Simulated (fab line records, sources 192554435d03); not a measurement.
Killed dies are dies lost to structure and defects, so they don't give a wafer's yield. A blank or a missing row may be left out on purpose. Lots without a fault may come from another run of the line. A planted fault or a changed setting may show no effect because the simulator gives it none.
fab line records | flow n5_finfet
record lots=24 wafers=72 last_day=18
route steps=1938 shown START@1 WELL_APT@46 PMOS_HMC_CHANNEL_EPI@89 FIN_SAQP@115
lots that met no fault: from a run of the same line without faults
start_h: hours from the record's first day to the start of the lot's first wafer shown | wait_h: hours since the lot's step before | " the same as in the row above | L1.1+2: a row that stands for several wafers | - no value, or no start given | * or withheld: withheld | < > ~ a bound
route shown NAME@n: a module of which the file shows steps, and the number in the route of the first | usual: mean/standard deviation of fault-free wafers | same: alike in all rows | chamber/n: place in a boat | sites: the reading at each site | _std_site: their standard deviation | _edge_site: outer sites' mean less inner sites' | radius_mm: how far each site lies from the wafer's centre | mask NAME#n: copy n | behind: the tool/chamber that last shaped the wafer | hold: why the lot was held/for how many hours/how that ended | device: the transistor (n, p or np) that didn't switch | end of line: the same wafers' tests at the end of the route | a step without rows: its recipe alone | killed: dies lost to structure and defects at the first sort, not the wafer's yield | map: a wafer's dies, x killed, . not, _ none there
set.NAME: the setting as run; set.NAME@STEP: as run at that earlier step | model.NAME: the simulator's own value behind a step, which no gauge read
steps of the route over a sample of lots; a table a step, a row a wafer
services: from which hour (start_h, from the record's first day; less than 0 if before it) a tool's chamber was out of use, for how many hours, and why
## steps
# step N5_START_INSPECT_01
# recipe inspect_instrument=unpatterned_scan mode=incoming
# usual raw_defect_count=6.3/2.6
# columns lot.wafer tool chamber start_h wait_h raw_defect_count
L074.2 defect_inspect-02 - 12.03 - 9
L074.5 " - " " 10
L074.6 " - " " 8
L075.1 defect_inspect-02 - 18.03 - 5
L075.2 " - " " 8
L075.6 " - " " 8
L076.3 defect_inspect-02 - 24.03 - 10
L076.5 " - " " 4
L076.6 " - " " 9
L077.1 defect_inspect-01 - 30.03 - 11
L077.3 " - " " 5
L077.6 " - " " 7
L078.1 defect_inspect-01 - 36.03 - 7
L078.2 " - " " 7
L078.6 " - " " 4
L079.1 defect_inspect-01 - 42.03 - 4
L079.4 " - " " 5
L079.5 " - " " 8
L080.3 defect_inspect-02 - 48.03 - 5
L080.4 " - " " 5
L080.5 " - " " 3
L081.1 defect_inspect-02 - 54.03 - 2
L081.2 " - " " 4
L081.5 " - " " 6
L082.2 defect_inspect-01 - 60.03 - 8
L082.5 " - " " 3
L082.6 " - " " 4
L083.2 defect_inspect-02 - 66.03 - 5
L083.4 " - " " 13
L083.6 " - " " 5
L084.1 defect_inspect-01 - 72.03 - 3
L084.3 " - " " 10
L084.5 " - " " 5
L085.3 defect_inspect-01 - 78.03 - 7
L085.4 " - " " 3
L085.5 " - " " 11
L086.3 defect_inspect-01 - 84.03 - 8
L086.5 " - " " 6
L086.6 " - " " 6
L087.2 defect_inspect-01 - 90.03 - 6
L087.4 " - " " 10
L087.5 " - " " 6
L088.2 defect_inspect-02 - 96.04 - 6
L088.3 " - " " 7
L088.6 " - " " 7
L089.1 defect_inspect-02 - 102.03 - 10
L089.3 " - " " 12
L089.4 " - " " 10
L090.1 defect_inspect-02 - 108.03 - 7
L090.2 " - " " 0
L090.3 " - " " 3
L091.2 defect_inspect-01 - 114.03 - 11
L091.4 " - " " 2
L091.6 " - " " 4
L092.2 defect_inspect-01 - 120.03 - 8
L092.4 " - " " 4
L092.5 " - " " 2
L093.2 defect_inspect-01 - 126.03 - 6
L093.3 " - " " 8
L093.4 " - " " 5
L094.3 defect_inspect-01 - 132.03 - 8
L094.4 " - " " 5
L094.6 " - " " 7
L095.4 defect_inspect-01 - 138.04 - 2
L095.5 " - " " 7
L095.6 " - " " 6
L096.2 defect_inspect-01 - 144.03 - 5
L096.3 " - " " 6
L096.5 " - " " 4
L097.1 defect_inspect-02 - 150.03 - 4
L097.4 " - " " 4
L097.5 " - " " 4
# step N5_WELL_APT_DESCUM_30
# recipe chemistry=O2 time_s=7.9 source_power_w=50 bias_power_w=20 pressure_mtorr=20 rf_frequency_hz=2.712e+07 temp_c=40 o2_flow_sccm=225
# usual drypump_motor_current_A=5.9/0.57 oes_product_au=0.77/0.071 rf_vpp_V=242.9/1.3 showerhead_plenum_p_Torr=2.08/0.067 throttle_valve_pct=20.41/0.17
# same time_s=7.9
# columns lot.wafer tool chamber start_h wait_h drypump_motor_current_A oes_product_au rf_hours_counter_h rf_vpp_V showerhead_plenum_p_Torr throttle_valve_pct
L074.2 rie_diel-05 2 15.14 0.0 5.6 0.84 81 242.7 2.13 20.36
L074.5 " 2 " " 5.5 0.84 - 242.8 2.13 20.34
L074.6 " 1 " " 5.9 0.97 - 241.0 2.07 20.47
L075.1 rie_diel-01 2 21.35 0.0 6.7 0.81 111 243.3 2.13 20.36
L075.2 " 0 " " 6.2 0.71 202 242.1 1.99 20.17
L075.6 " 0 " " 6.2 0.71 - 240.2 1.99 20.17
L076.3 rie_diel-05 2 26.84 0.1 5.6 0.83 84 243.5 2.12 20.37
L076.5 " 0 " " 5.3 0.72 - 244.5 2.19 20.48
L076.6 " 3 " " 6.7 0.77 - 241.3 1.99 20.49
L077.1 rie_diel-06 2 33.06 0.0 5.2 0.92 17 241.5 2.04 19.97
L077.3 " 0 " " 6.4 0.78 116 243.2 2.03 20.62
L077.6 " 1 " " 5.8 0.69 - 245.6 2.17 20.47
L078.1 rie_diel-06 0 39.48 0.2 6.4 0.78 117 242.3 2.03 20.62
L078.2 " 2 " " 5.3 0.91 19 243.6 2.04 19.98
L078.6 " 1 " " 5.8 0.69 - 243.5 2.17 20.46
L079.1 rie_diel-01 0 44.90 0.0 6.2 0.70 209 242.5 1.98 20.17
L079.4 " 3 " " 5.9 0.71 208 243.9 2.15 20.27
L079.5 " 0 " " 6.2 0.71 - 240.1 1.98 20.18
L080.3 rie_diel-05 1 51.51 0.6 6.0 0.92 14 242.0 2.07 20.49
L080.4 " 2 " " 5.6 0.83 94 245.0 2.12 20.37
L080.5 " 1 " " 6.0 0.93 - 243.6 2.07 20.49
L081.1 rie_diel-01 3 57.28 0.4 5.9 0.72 212 244.7 2.15 20.27
L081.2 " 0 " " 6.2 0.70 214 240.5 1.98 20.18
L081.5 " 3 " " 5.9 0.71 - 243.7 2.15 20.26
L082.2 rie_diel-01 0 63.98 0.2 6.2 0.70 217 240.5 1.98 20.20
L082.5 " 3 " " 5.9 0.71 - 243.2 2.15 20.28
L082.6 " 2 " " 6.7 0.80 - 242.1 2.12 20.40
L083.2 rie_diel-05 2 69.98 0.0 5.6 0.81 103 244.2 2.12 20.40
L083.4 " 3 " " 6.7 0.75 166 240.0 1.99 20.49
L083.6 " 2 " " 5.6 0.80 - 245.3 2.12 20.40
L084.1 rie_diel-01 1 75.42 0.4 5.3 0.76 137 244.1 2.09 20.59
L084.3 " 3 " " 5.9 0.71 219 243.5 2.14 20.30
L084.5 " 2 " " 6.7 0.79 - 243.7 2.12 20.41
L085.3 rie_diel-01 3 80.89 0.0 5.9 0.71 221 244.7 2.14 20.28
L085.4 " 1 " " 5.3 0.75 139 243.2 2.09 20.59
L085.5 " 3 " " 5.9 0.70 - 244.1 2.14 20.29
L086.3 rie_diel-05 0 87.70 0.0 5.3 0.69 193 243.9 2.18 20.50
L086.5 " 2 " " 5.6 0.81 - 243.6 2.12 20.42
L086.6 " 1 " " 5.9 0.89 - 242.5 2.06 20.52
L087.2 rie_diel-06 3 93.75 0.0 4.8 0.79 104 243.2 2.02 20.23
L087.4 " 2 " " 5.3 0.89 35 241.2 2.03 20.01
L087.5 " 3 " " 4.8 0.79 - 242.5 2.02 20.23
L088.2 rie_diel-06 2 99.74 0.0 5.3 0.88 37 244.5 2.03 20.01
L088.3 " 0 " " 6.4 0.75 135 241.8 2.02 20.65
L088.6 " 0 " " 6.4 0.76 - 242.4 2.02 20.64
L089.1 rie_diel-01 1 104.79 0.0 5.3 0.75 148 243.5 2.08 20.61
L089.3 " 2 " " 6.7 0.79 140 244.1 2.12 20.40
L089.4 " 3 " " 5.9 0.70 229 244.5 2.14 20.29
L090.1 rie_diel-06 3 111.42 0.1 4.8 0.80 109 241.4 2.01 20.23
L090.2 " 1 " " 5.8 0.67 228 244.9 2.16 20.51
L090.3 " 2 " " 5.3 0.89 41 243.6 2.03 20.02
L091.2 rie_diel-05 0 116.96 0.0 5.3 0.68 203 243.8 2.17 20.53
L091.4 " 3 " " 6.7 0.73 - 240.7 1.98 20.54
L091.6 " 0 " " 5.3 0.68 - 242.5 2.17 20.53
L092.2 rie_diel-05 3 122.93 0.2 6.7 0.74 185 241.6 1.98 20.55
L092.4 " 0 " " 5.3 0.69 205 245.1 2.17 20.52
L092.5 " 1 " " 5.9 0.87 - 241.8 2.06 20.55
L093.2 rie_diel-05 0 129.94 0.0 5.3 0.69 208 243.5 2.17 20.52
L093.3 " 1 " " 6.0 0.86 46 241.6 2.06 20.56
L093.4 " 3 " " 6.7 0.74 187 239.7 1.98 20.56
L094.3 rie_diel-06 2 136.78 0.0 5.3 0.87 48 243.0 2.03 20.02
L094.4 " 1 " " 5.8 0.67 238 244.4 2.16 20.51
L094.6 " 0 " " 6.4 0.75 - 241.9 2.02 20.67
L095.4 rie_diel-05 2 141.22 0.0 5.6 0.80 124 242.8 2.11 20.44
L095.5 " 2 " " 5.6 0.78 - 243.0 2.11 20.43
L095.6 " 1 " " 6.0 0.85 - 242.1 2.05 20.54
L096.2 rie_diel-01 0 146.94 0.0 6.2 0.68 247 241.7 1.97 20.24
L096.3 " 1 " " 5.3 0.74 161 242.4 2.08 20.61
L096.5 " 1 " " 5.3 0.74 - 242.7 2.08 20.61
L097.1 rie_diel-06 3 153.20 0.3 4.8 0.77 124 243.1 2.01 20.25
L097.4 " 2 " " 5.3 0.84 55 242.3 2.02 20.03
L097.5 " 3 " " 4.8 0.77 - 242.2 2.01 20.25
# step N5_PMOS_HMC_CHANNEL_EPI_INSPECT_30
# recipe inspect_instrument=darkfield mode=post_epi
# usual raw_defect_count=19/6.3
# columns lot.wafer tool chamber start_h wait_h raw_defect_count
L074.2 defect_inspect-01 - 21.17 0.0 8
L074.5 " - " " 21
L074.6 " - " " 23
L075.1 defect_inspect-02 - 26.47 0.0 24
L075.2 " - " " 19
L075.6 " - " " 16
L076.3 defect_inspect-02 - 32.48 0.0 18
L076.5 " - " " 19
L076.6 " - " " 16
L077.1 defect_inspect-01 - 38.22 0.0 18
L077.3 " - " " 12
L077.6 " - " " 14
L078.1 defect_inspect-01 - 44.78 0.0 23
L078.2 " - " " 24
L078.6 " - " " 16
L079.1 defect_inspect-01 - 49.96 0.0 28
L079.4 " - " " 21
L079.5 " - " " 19
L080.3 defect_inspect-01 - 56.29 0.0 38
L080.4 " - " " 15
L080.5 " - " " 20
L081.1 defect_inspect-01 - 62.31 0.0 18
L081.2 " - " " 31
L081.5 " - " " 21
L082.2 defect_inspect-02 - 69.38 0.0 19
L082.5 " - " " 16
L082.6 " - " " 22
L083.2 defect_inspect-02 - 75.11 0.0 18
L083.4 " - " " 28
L083.6 " - " " 23
L084.1 defect_inspect-02 - 80.74 0.0 10
L084.3 " - " " 9
L084.5 " - " " 18
L085.3 defect_inspect-02 - 86.53 0.0 12
L085.4 " - " " 20
L085.5 " - " " 22
L086.3 defect_inspect-01 - 93.40 0.0 19
L086.5 " - " " 13
L086.6 " - " " 21
L087.2 defect_inspect-02 - 100.11 0.0 17
L087.4 " - " " 10
L087.5 " - " " 15
L088.2 defect_inspect-01 - 105.62 0.0 18
L088.3 " - " " 21
L088.6 " - " " 25
L089.1 defect_inspect-01 - 111.56 0.0 20
L089.3 " - " " 15
L089.4 " - " " 16
L090.1 defect_inspect-01 - 117.07 0.0 20
L090.2 " - " " 17
L090.3 " - " " 18
L091.2 defect_inspect-02 - 122.99 0.0 25
L091.4 " - " " 28
L091.6 " - " " 23
L092.2 defect_inspect-02 - 128.24 0.0 23
L092.4 " - " " 16
L092.5 " - " " 25
L093.2 defect_inspect-01 - 136.64 0.0 10
L093.3 " - " " 18
L093.4 " - " " 24
L094.3 defect_inspect-01 - 142.16 0.0 21
L094.4 " - " " 17
L094.6 " - " " 21
L095.4 defect_inspect-01 - 146.52 0.0 22
L095.5 " - " " 13
L095.6 " - " " 10
L096.2 defect_inspect-01 - 152.33 0.0 11
L096.3 " - " " 12
L096.5 " - " " 17
L097.1 defect_inspect-02 - 158.42 0.0 30
L097.4 " - " " 25
L097.5 " - " " 28
# step N5_FIN_SAQP_ETCH_51
# recipe chemistry=CF4 target=SiARC target_depth_a=455 mask_material=CAR-ArF time_s=75.8 ion_energy_ev=80 pressure_mtorr=40 source_w=545 bias_w=36 Ar_flow_sccm=100 cf4_flow_sccm=100 ends=cleared
# usual drypump_motor_current_A=5.8/0.57 etch_rf_on_time_s=76.1/2.3 oes_product_au=0.66/0.069 rf_vpp_V=184.0/1.1 showerhead_plenum_p_Torr=2.12/0.059 throttle_valve_pct=15.58/0.16
# columns lot.wafer tool chamber start_h wait_h drypump_motor_current_A etch_rf_on_time_s oes_product_au rf_hours_counter_h rf_vpp_V showerhead_plenum_p_Torr throttle_valve_pct
L074.2 rie_diel-06 1 22.51 0.0 5.8 81.9 0.57 202 183.9 2.20 15.58
L074.5 " 2 " " 5.3 75.2 0.79 - 184.0 2.09 15.15
L074.6 " 0 " " 6.4 75.4 0.66 - 183.1 2.07 15.71
L075.1 rie_diel-05 1 28.40 0.0 6.0 73.2 0.83 5 185.6 2.10 15.49
L075.2 " 2 " " 5.6 75.6 0.71 85 183.9 2.17 15.50
L075.6 " 3 " " 6.7 76.0 0.66 - 183.0 2.06 15.69
L076.3 rie_diel-06 0 34.88 0.0 6.4 75.8 0.66 117 182.4 2.07 15.71
L076.5 " 0 " " 6.5 77.0 0.66 - 183.1 2.07 15.73
L076.6 " 1 " " 5.8 81.9 0.58 - 185.7 2.19 15.60
L077.1 rie_diel-05 2 39.64 0.0 5.6 75.3 0.71 89 184.2 2.17 15.51
L077.3 " 1 " " 6.0 72.7 0.82 10 182.7 2.10 15.49
L077.6 " 1 " " 6.0 72.9 0.82 - 184.9 2.10 15.49
L078.1 rie_diel-05 3 46.34 0.0 6.7 76.0 0.66 155 182.5 2.05 15.72
L078.2 " 0 " " 5.3 78.1 0.60 175 186.2 2.21 15.62
L078.6 " 1 " " 6.0 72.4 0.81 - 183.4 2.10 15.48
L079.1 rie_diel-01 3 51.75 0.0 5.9 73.8 0.62 211 184.8 2.20 15.63
L079.4 " 0 " " 6.2 75.8 0.61 - 183.1 2.03 15.47
L079.5 " 3 " " 5.9 74.7 0.61 - 184.6 2.20 15.63
L080.3 rie_diel-05 1 57.64 0.0 5.9 72.2 0.79 17 183.9 2.10 15.51
L080.4 " 2 " " 5.6 75.5 0.70 97 183.4 2.17 15.52
L080.5 " 1 " " 6.0 72.5 0.80 - 183.0 2.10 15.53
L081.1 rie_diel-01 1 64.35 0.0 5.3 75.9 0.66 133 185.6 2.14 15.74
L081.2 " 0 " " 6.2 76.2 0.60 217 182.1 2.03 15.48
L081.5 " 0 " " 6.2 76.1 0.60 - 182.9 2.03 15.50
L082.2 rie_diel-06 0 70.75 0.0 6.4 76.7 0.65 124 183.2 2.07 15.74
L082.5 " 3 " " 4.8 74.2 0.70 - 184.9 2.07 15.38
L082.6 " 2 " " 5.3 76.0 0.77 - 182.8 2.09 15.17
L083.2 rie_diel-05 2 76.67 0.0 5.6 76.2 0.69 106 184.4 2.16 15.54
L083.4 " 1 " " 6.0 74.1 0.77 26 184.3 2.10 15.53
L083.6 " 0 " " 5.3 77.9 0.60 - 184.6 2.21 15.65
L084.1 rie_diel-05 3 82.26 0.0 6.7 76.4 0.64 170 181.9 2.05 15.72
L084.3 " 0 " " 5.3 78.9 0.59 190 184.9 2.21 15.64
L084.5 " 2 " " 5.6 76.3 0.68 - 183.7 2.16 15.52
L085.3 rie_diel-06 2 87.99 0.0 5.3 74.8 0.76 33 183.6 2.09 15.18
L085.4 " 3 " " 4.8 73.7 0.69 102 183.8 2.07 15.42
L085.5 " 3 " " 4.8 73.2 0.70 - 181.0 2.07 15.42
L086.3 rie_diel-05 2 95.03 0.0 5.6 75.3 0.69 112 185.3 2.16 15.57
L086.5 " 0 " " 5.3 78.9 0.59 - 186.6 2.21 15.68
L086.6 " 1 " " 6.0 73.1 0.78 - 184.1 2.10 15.53
L087.2 rie_diel-06 0 101.53 0.0 6.4 76.1 0.64 136 183.7 2.07 15.74
L087.4 " 1 " " 5.8 81.0 0.57 225 183.5 2.19 15.64
L087.5 " 3 " " 4.8 73.2 0.69 - 183.5 2.06 15.42
L088.2 rie_diel-01 3 107.33 0.0 5.9 73.6 0.60 229 184.5 2.19 15.67
L088.3 " 0 " " 6.2 75.2 0.60 233 182.8 2.03 15.52
L088.6 " 0 " " 6.2 74.8 0.60 - 182.8 2.03 15.50
L089.1 rie_diel-05 1 113.15 0.0 6.0 72.7 0.76 40 183.5 2.09 15.55
L089.3 " 0 " " 5.3 77.8 0.58 201 184.9 2.20 15.68
L089.4 " 1 " " 6.0 73.4 0.75 - 184.2 2.09 15.54
L090.1 rie_diel-01 2 118.40 0.0 6.7 75.8 0.67 144 182.9 2.15 15.53
L090.2 " 1 " " 5.3 76.6 0.64 152 183.8 2.13 15.81
L090.3 " 0 " " 6.2 75.9 0.60 237 181.7 2.03 15.54
L091.2 rie_diel-05 0 124.37 0.0 5.3 79.0 0.59 206 184.4 2.20 15.68
L091.4 " 2 " " 5.6 74.8 0.69 117 185.4 2.16 15.57
L091.6 " 3 " " 6.7 75.9 0.63 - 183.2 2.04 15.76
L092.2 rie_diel-06 0 129.74 0.0 6.4 75.4 0.64 144 183.0 2.06 15.76
L092.4 " 1 " " 5.8 80.2 0.56 - 184.2 2.19 15.65
L092.5 " 0 " " 6.4 75.8 0.64 - 185.0 2.06 15.77
L093.2 rie_diel-06 2 138.33 0.0 5.3 75.9 0.73 49 184.2 2.08 15.22
L093.3 " 0 " " 6.3 75.7 0.64 147 184.2 2.06 15.79
L093.4 " 3 " " 4.8 73.7 0.68 118 182.7 2.06 15.43
L094.3 rie_diel-05 2 143.82 0.0 5.5 76.6 0.67 125 184.3 2.16 15.58
L094.4 " 0 " " 5.3 79.2 0.58 213 182.9 2.20 15.70
L094.6 " 3 " " 6.7 77.7 0.62 - 183.9 2.04 15.77
L095.4 rie_diel-06 2 147.99 0.0 5.3 77.0 0.73 52 183.1 2.08 15.23
L095.5 " 0 " " 6.4 76.2 0.64 - 182.5 2.06 15.78
L095.6 " 3 " " 4.8 73.8 0.68 - 181.8 2.06 15.46
L096.2 rie_diel-01 1 153.90 0.0 5.3 76.2 0.64 164 183.8 2.13 15.81
L096.3 " 2 " " 6.7 76.6 0.66 157 183.0 2.14 15.56
L096.5 " 3 " " 5.9 74.0 0.59 - 184.1 2.19 15.69
L097.1 rie_diel-01 2 160.11 0.0 6.7 76.5 0.65 160 184.3 2.14 15.58
L097.4 " 2 " " 6.7 78.2 0.64 - 185.9 2.14 15.57
L097.5 " 1 " " 5.2 78.1 0.63 - 184.3 2.12 15.85
# step N5_FIN_SAQP_SPACER2_ALD_28
# recipe material=SiO2 target_thk_a=81 temp_c=300 ald_precursor_family=BDEAS ald_co_reactant=O2-plasma pulse_time_s=1 purge_time_s=2 co_reactant_purge_time_s=2 pressure_torr=2
# usual heater_power_w=461/46 precursor_pulse_height_rel=0.999/0.021
# same pulse_time_s=1
# columns lot.wafer tool chamber start_h wait_h heater_power_w precursor_pulse_height_rel since_wet_clean_h
L074.2 ald_sin-02 0 25.53 0.1 509 1.031 122
L074.5 " 0 " " 519 0.964 -
L074.6 " 3 " " 412 1.005 -
L075.1 ald_sin-03 3 31.88 0.1 531 1.026 221
L075.2 " 2 " " 404 0.985 221
L075.6 " 2 " " 399 0.992 -
L076.3 ald_sin-03 0 38.04 0.1 421 1.017 227
L076.5 " 0 " " 431 1.009 -
L076.6 " 3 " " 529 0.993 -
L077.1 ald_sin-01 2 43.23 0.4 442 1.006 322
L077.3 " 3 " " 482 0.972 322
L077.6 " 2 " " 445 1.009 -
L078.1 ald_sin-02 2 49.73 0.5 440 1.030 146
L078.2 " 1 " " 483 0.985 146
L078.6 " 2 " " 432 1.002 -
L079.1 ald_sin-03 2 55.07 0.3 412 1.018 244
L079.4 " 1 " " 496 1.010 244
L079.5 " 0 " " 421 0.976 -
L080.3 ald_sin-02 0 61.55 0.8 507 1.002 158
L080.4 " 2 " " 435 0.998 158
L080.5 " 1 " " 488 1.022 -
L081.1 ald_sin-02 0 68.17 0.1 511 0.991 165
L081.2 " 1 " " 488 1.012 165
L081.5 " 2 " " 459 0.987 -
L082.2 ald_sin-03 2 73.89 0.1 410 1.024 263
L082.5 " 2 " " 411 0.995 -
L082.6 " 1 " " 499 0.981 -
L083.2 ald_sin-02 0 79.67 0.1 509 1.015 176
L083.4 " 2 " " 450 1.014 176
L083.6 " 0 " " 514 1.009 -
L084.1 ald_sin-03 2 86.08 0.6 410 1.007 275
L084.3 " 0 " " 427 0.963 275
L084.5 " 1 " " 480 1.016 -
L085.3 ald_sin-03 1 91.18 0.1 513 1.008 280
L085.4 " 3 " " 523 0.975 280
L085.5 " 0 " " 437 0.972 -
L086.3 ald_sin-03 1 98.82 0.5 495 0.993 288
L086.5 " 1 " " 505 1.046 -
L086.6 " 2 " " 412 1.008 -
L087.2 ald_sin-03 2 105.13 0.1 403 0.998 294
L087.4 " 0 " " 418 0.977 294
L087.5 " 2 " " 416 1.009 -
L088.2 ald_sin-03 1 110.34 0.1 483 0.983 299
L088.3 " 2 " " 412 0.967 299
L088.6 " 2 " " 420 1.028 -
L089.1 ald_sin-02 2 116.21 0.1 442 0.987 213
L089.3 " 0 " " 515 1.011 213
L089.4 " 1 " " 487 1.001 213
L090.1 ald_sin-02 3 121.42 0.1 403 0.993 218
L090.2 " 0 " " 516 1.010 218
L090.3 " 1 " " 495 1.054 218
L091.2 ald_sin-01 1 127.36 0.1 467 0.994 28
L091.4 " 3 " " 471 1.026 28
L091.6 " 2 " " 442 0.996 -
L092.2 ald_sin-03 0 134.02 0.4 429 0.998 323
L092.4 " 1 " " 488 0.999 323
L092.5 " 3 " " 548 1.027 -
L093.2 ald_sin-03 0 141.64 0.4 411 0.998 331
L093.3 " 1 " " 496 1.005 331
L093.4 " 3 " " 554 1.023 331
L094.3 ald_sin-02 1 146.82 0.1 500 1.020 244
L094.4 " 2 " " 442 1.004 244
L094.6 " 3 " " 403 0.957 -
L095.4 ald_sin-01 3 151.82 0.3 455 0.984 53
L095.5 " 1 " " 481 0.952 -
L095.6 " 2 " " 439 0.951 -
L096.2 ald_sin-01 3 157.04 0.1 466 0.986 58
L096.3 " 2 " " 448 0.981 58
L096.5 " 1 " " 471 0.971 -
L097.1 ald_sin-01 3 163.44 0.3 464 1.020 64
L097.4 " 0 " " 407 0.983 64
L097.5 " 2 " " 435 0.985 -
# step N5_FIN_SAQP_HM_OPEN_33
# recipe chemistry=CH3F/O2 target=SiNx mask_material=SiO2 target_depth_a=494 time_s=70.6 pressure_mtorr=30 source_w=395 bias_w=73 Ar_flow_sccm=150 CH3F_flow_sccm=30 O2_flow_sccm=20 ion_energy_ev=120 ends=cleared
# usual drypump_motor_current_A=5.8/0.58 etch_rf_on_time_s=69.3/1.9 oes_product_au=0.65/0.059 rf_vpp_V=295/4.6 showerhead_plenum_p_Torr=1.97/0.057 throttle_valve_pct=16.30/0.15
# columns lot.wafer tool chamber start_h wait_h drypump_motor_current_A etch_rf_on_time_s oes_product_au rf_hours_counter_h rf_vpp_V showerhead_plenum_p_Torr throttle_valve_pct
L074.2 rie_diel-05 3 26.13 0.1 6.7 69.3 0.65 150 288 1.91 16.39
L074.5 " 1 " " 5.9 67.2 0.82 - 296 1.97 16.26
L074.6 " 0 " " 5.2 70.5 0.61 - 304 2.06 16.28
L075.1 rie_diel-01 0 32.76 0.3 6.2 68.0 0.61 205 292 1.90 16.19
L075.2 " 3 " " 5.9 68.4 0.62 204 293 2.06 16.30
L075.6 " 1 " " 5.3 70.2 0.67 - 299 2.00 16.43
L076.3 rie_diel-01 3 38.61 0.0 5.9 67.7 0.61 206 296 2.06 16.31
L076.5 " 0 " " 6.2 69.2 0.61 - 292 1.90 16.19
L076.6 " 1 " " 5.3 71.1 0.66 - 299 1.99 16.45
L077.1 rie_diel-05 0 43.80 0.0 5.3 67.8 0.61 175 304 2.06 16.28
L077.3 " 3 " " 6.7 69.1 0.65 154 289 1.91 16.42
L077.6 " 3 " " 6.7 68.3 0.65 - 289 1.91 16.42
L078.1 rie_diel-01 2 50.64 0.3 6.7 69.8 0.68 121 299 2.01 16.15
L078.2 " 3 " " 5.9 68.0 0.61 210 293 2.06 16.31
L078.6 " 3 " " 5.9 69.0 0.61 - 294 2.06 16.32
L079.1 rie_diel-01 2 55.64 0.0 6.7 69.0 0.68 123 299 2.00 16.15
L079.4 " 0 " " 6.2 70.5 0.60 213 292 1.90 16.21
L079.5 " 0 " " 6.2 70.5 0.60 - 290 1.90 16.20
L080.3 rie_diel-01 1 62.58 0.3 5.2 67.2 0.65 132 298 1.99 16.46
L080.4 " 3 " " 5.9 68.1 0.61 215 294 2.06 16.34
L080.5 " 0 " " 6.2 68.5 0.61 - 292 1.90 16.21
L081.1 rie_diel-06 3 68.92 0.1 4.8 66.4 0.70 95 290 1.94 16.18
L081.2 " 1 " " 5.8 72.8 0.57 214 295 2.05 16.31
L081.5 " 1 " " 5.8 73.1 0.57 - 296 2.05 16.34
L082.2 rie_diel-05 1 74.46 0.0 6.0 65.6 0.78 25 296 1.96 16.29
L082.5 " 2 " " 5.6 69.8 0.68 - 299 2.03 16.31
L082.6 " 1 " " 6.0 66.6 0.77 - 296 1.96 16.33
L083.2 rie_diel-05 0 80.36 0.2 5.3 71.2 0.59 189 303 2.06 16.33
L083.4 " 2 " " 5.6 69.1 0.69 106 296 2.03 16.32
L083.6 " 3 " " 6.7 71.3 0.64 - 289 1.91 16.45
L084.1 rie_diel-01 1 86.66 0.0 5.3 68.4 0.65 141 298 1.99 16.49
L084.3 " 0 " " 6.2 69.9 0.59 226 293 1.89 16.23
L084.5 " 2 " " 6.7 70.2 0.67 - 299 2.00 16.19
L085.3 rie_diel-01 1 91.77 0.0 5.3 70.8 0.64 143 298 1.99 16.47
L085.4 " 2 " " 6.7 70.3 0.67 136 297 2.00 16.18
L085.5 " 0 " " 6.2 69.8 0.59 - 292 1.89 16.23
L086.3 rie_diel-06 0 99.47 0.1 6.4 70.7 0.64 135 288 1.92 16.48
L086.5 " 3 " " 4.8 65.9 0.68 - 292 1.93 16.21
L086.6 " 2 " " 5.3 68.0 0.76 - 301 1.94 15.92
L087.2 rie_diel-06 0 105.89 0.2 6.5 69.8 0.64 137 287 1.92 16.48
L087.4 " 1 " " 5.8 72.8 0.57 226 296 2.05 16.36
L087.5 " 3 " " 4.8 67.7 0.68 - 291 1.93 16.21
L088.2 rie_diel-06 2 111.13 0.2 5.3 67.7 0.75 41 301 1.94 15.94
L088.3 " 0 " " 6.4 69.1 0.64 138 287 1.92 16.48
L088.6 " 2 " " 5.3 68.3 0.74 - 301 1.94 15.93
L089.1 rie_diel-01 3 116.78 0.0 5.9 67.4 0.59 234 295 2.05 16.35
L089.3 " 1 " " 5.2 70.3 0.64 152 298 1.99 16.52
L089.4 " 0 " " 6.2 70.0 0.59 237 291 1.89 16.26
L090.1 rie_diel-05 3 122.05 0.1 6.7 69.0 0.63 184 289 1.90 16.48
L090.2 " 1 " " 5.9 67.2 0.74 43 297 1.96 16.35
L090.3 " 0 " " 5.2 71.3 0.58 205 303 2.05 16.34
L091.2 rie_diel-05 3 128.24 0.1 6.7 68.4 0.63 186 289 1.90 16.47
L091.4 " 1 " " 5.9 66.8 0.75 45 296 1.96 16.36
L091.6 " 2 " " 5.6 67.7 0.68 - 297 2.02 16.34
L092.2 rie_diel-06 3 134.78 0.2 4.8 68.3 0.68 117 291 1.93 16.23
L092.4 " 0 " " 6.4 70.9 0.64 146 288 1.92 16.51
L092.5 " 0 " " 6.4 70.5 0.63 - 287 1.92 16.49
L093.2 rie_diel-01 0 142.29 0.1 6.2 67.2 0.58 246 292 1.89 16.24
L093.3 " 3 " " 5.9 68.1 0.59 243 292 2.05 16.39
L093.4 " 2 " " 6.7 66.9 0.66 153 300 2.00 16.22
L094.3 rie_diel-06 0 147.40 0.0 6.5 68.7 0.63 150 289 1.92 16.50
L094.4 " 3 " " 4.8 69.4 0.67 121 290 1.93 16.24
L094.6 " 2 " " 5.3 69.2 0.73 - 301 1.94 15.95
L095.4 rie_diel-05 2 152.52 0.2 5.6 70.4 0.68 128 296 2.02 16.36
L095.5 " 2 " " 5.6 69.3 0.67 - 297 2.02 16.35
L095.6 " 1 " " 5.9 67.2 0.74 - 297 1.95 16.36
L096.2 rie_diel-06 3 157.61 0.0 4.8 67.9 0.67 126 290 1.93 16.23
L096.3 " 0 " " 6.4 69.8 0.63 155 289 1.92 16.49
L096.5 " 0 " " 6.4 71.0 0.63 - 288 1.92 16.51
L097.1 rie_diel-06 0 164.18 0.2 6.4 70.5 0.63 156 288 1.92 16.52
L097.4 " 3 " " 4.8 69.3 0.66 127 290 1.93 16.25
L097.5 " 1 " " 5.8 72.7 0.56 - 295 2.04 16.40
## services
# columns tool chamber start_h hours kind
rie_diel-01 - -3.58 0.5 repair
ald_sin-02 0 -2.47 8.8 repair
ald_sin-01 - -1.80 2.8 pm
rie_diel-01 - 4.82 4.3 pm
rie_diel-06 3 11.49 25.0 repair
rie_diel-05 3 37.37 5.1 repair
rie_diel-01 1 47.72 5.8 repair
rie_diel-06 3 48.71 11.7 repair
ald_sin-01 3 49.59 6.7 repair
ald_sin-02 0 50.67 7.0 repair
rie_diel-06 - 52.18 15.6 pm
ald_sin-01 2 68.45 16.5 repair
rie_diel-06 1 78.17 4.5 repair
ald_sin-01 - 85.25 14.0 pm
rie_diel-05 - 88.48 0.2 repair
rie_diel-05 2 106.14 16.1 repair
ald_sin-01 2 109.21 3.2 repair
rie_diel-05 1 116.27 3.7 repair
rie_diel-06 2 128.59 2.3 repair
rie_diel-01 0 153.21 - clean
rie_diel-01 0 153.21 - consumable_replace:focus_ring
rie_diel-01 0 153.21 - consumable_replace:showerhead
rie_diel-01 0 153.21 21.3 scheduled_down
rie_diel-05 0 156.68 4.6 repair
## key
fault none
